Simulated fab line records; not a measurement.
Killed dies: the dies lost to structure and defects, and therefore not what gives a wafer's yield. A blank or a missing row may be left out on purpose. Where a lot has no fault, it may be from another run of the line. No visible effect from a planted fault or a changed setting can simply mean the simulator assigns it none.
Split-lot trial | flow n5 finfet | 39 wafers read across 7 lots, on a route 1938 steps long

ON THE SPLIT
At N5_HKMG_FIN_ETCH_67 (etches SOC in N2/H2, stops on TiN, target depth 388.9 nm), the setting target depth a was moved away from the recipe's 3889 angstrom on 12 of the 39 wafers read, by -11.9% to +9.8%. This setting was run at the recipe's value on the other wafers.

The split's own step is where the reading is taken.

THE READING
SOC_of_HKMG_FIN_COAT_66.thk nm (the simulator's own value, which no gauge read), in nm, at N5_HKMG_FIN_ETCH_67 (etches SOC in N2/H2, stops on TiN, target depth 388.9 nm). The file does not state a usual value for it. Here, 27 wafers ran the recipe; their average is 16.7 nm with a standard deviation of 4.3 nm.

wafer  | tool, chamber at the split | target depth a as run, angstrom | against the recipe | SOC_of_HKMG_FIN_COAT_66.thk nm, nm | against lot-mates on the recipe
L074.1 | rie diel-03, 2             | 3889                            | recipe             | 20.2                               | -
L074.2 | rie diel-03, 3             | 3889                            | recipe             | 16.8                               | -
L074.3 | rie diel-03, 1             | 3489                            | -10.3%             | 42.8                               | +24.6
L074.4 | rie diel-03, 3             | 3889                            | recipe             | 17.6                               | -
L074.5 | rie diel-03, 1             | 3489                            | -10.3%             | 43.6                               | +25.4
L074.6 | rie diel-03, 2             | 3489                            | -10.3%             | 45.6                               | +27.4
L080.1 | rie diel-04, 0,1,2         | 4155                            | +6.8%              | 8.2                                | -9.3
L080.3 | rie diel-04, 0,1,2         | 4155                            | +6.8%              | 8.2                                | -9.3
L080.4 | rie diel-04, 0,1,2         | 4155                            | +6.8%              | 8.2                                | -9.3
L080.2 | rie diel-04, 3             | 3889                            | recipe             | 24.4                               | -
L080.5 | rie diel-04, 1             | 3889                            | recipe             | 11.8                               | -
L080.6 | rie diel-04, 0             | 3889                            | recipe             | 16.4                               | -
L085.1 | rie diel-04, 1             | 3889                            | recipe             | 11.2                               | -
L085.2 | rie diel-04, 3             | 3889                            | recipe             | 20.2                               | -
L085.3 | rie diel-04, 0             | 3889                            | recipe             | 18                                 | -
L085.4 | rie diel-04, 3             | 3889                            | recipe             | 23.6                               | -
L085.5 | rie diel-04, 0             | 3889                            | recipe             | 19                                 | -
L085.6 | rie diel-04, 1             | 3889                            | recipe             | 13                                 | -
L088.1 | rie diel-03, 3             | 3889                            | recipe             | 21                                 | -
L088.2 | rie diel-03, 2,3,2         | 4271                            | +9.8%              | 8.2                                | -9.6
L088.4 | rie diel-03, 2,3,2         | 4271                            | +9.8%              | 8.2                                | -9.6
L088.5 | rie diel-03, 2,3,2         | 4271                            | +9.8%              | 8.2                                | -9.6
L088.3 | rie diel-03, 1             | 3889                            | recipe             | 15.2                               | -
L088.6 | rie diel-03, 1             | 3889                            | recipe             | 17.2                               | -
L089.1 | rie diel-02, 0             | 3889                            | recipe             | 17.8                               | -
L089.2 | rie diel-02, 2             | 3889                            | recipe             | 16.8                               | -
L089.3 | rie diel-02, 3             | 3889                            | recipe             | 8.2                                | -
L090.1 | rie diel-03, 3             | 3889                            | recipe             | 18.6                               | -
L090.2 | rie diel-03, 2             | 3425                            | -11.9%             | 48.8                               | +29.9
L090.3 | rie diel-03, 1             | 3889                            | recipe             | 18.4                               | -
L090.4 | rie diel-03, 3             | 3889                            | recipe             | 19.6                               | -
L090.5 | rie diel-03, 2             | 3425                            | -11.9%             | 53.6                               | +34.7
L090.6 | rie diel-03, 1             | 3425                            | -11.9%             | 51                                 | +32.1
L091.1 | rie diel-04, 3             | 3889                            | recipe             | 20.4                               | -
L091.2 | rie diel-04, 1             | 3889                            | recipe             | 14.4                               | -
L091.6 | rie diel-04, 1             | 3889                            | recipe             | 14.4                               | -
L091.3 | rie diel-04, 2             | 3889                            | recipe             | 8.2                                | -
L091.4 | rie diel-04, 2             | 3889                            | recipe             | 8.4                                | -
L091.5 | rie diel-04, 3             | 3889                            | recipe             | 19.6                               | -
The file does not say which wafer passed through which chamber wherever a row lists several chambers: such a row stands for several wafers.

FIT RESULTS
A straight line over all 39 wafers: SOC_of_HKMG_FIN_COAT_66.thk nm changes by -2.09 nm for each +1% of target depth a; r = -0.90; the points scatter about the line by 5.6 nm.
The same after taking each lot's own level away (the mean of its wafers on the recipe; 39 wafers): -2.04 nm for each +1%; r = -0.92; scatter 4.9 nm.
On that fit, the largest move of target depth a shifts the reading by 24 nm.
The lots' own levels span 14.23 to 18.87 nm, that is 1.1 times the standard deviation above.
Consequently the slope shifts little with the lot-to-lot level, the two slopes agreeing.
Check: for one of the wafers moved furthest among these (-11.9%), held out of the fit, the line's prediction against its lot-mates is +25.9 nm. It came out at +29.9 nm against them.

THE OTHER SPLITS THESE WAFERS WENT THROUGH
Other splits were also applied to these wafers ahead of the reading. Each is held against what the fit with the lots' levels taken away leaves over:
other split on the same wafers | wafers away from the commonest value | r with SOC_of_HKMG_FIN_COAT_66.thk nm (lot level and that fit taken away)
N5_WELL_APT_EPI_41 time s      | 12                                   | -0.15
N5_SD_EPI_N_EXPOSE_06 dose mj  | 15                                   | -0.05
N5_HKMG_FIN_ETCH_54 source w   | 18                                   | -0.33

THE FILE'S OWN FIT
SOC_of_HKMG_FIN_COAT_66.thk nm changes by -2.07 nm for each +1% of target depth a, r = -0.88.
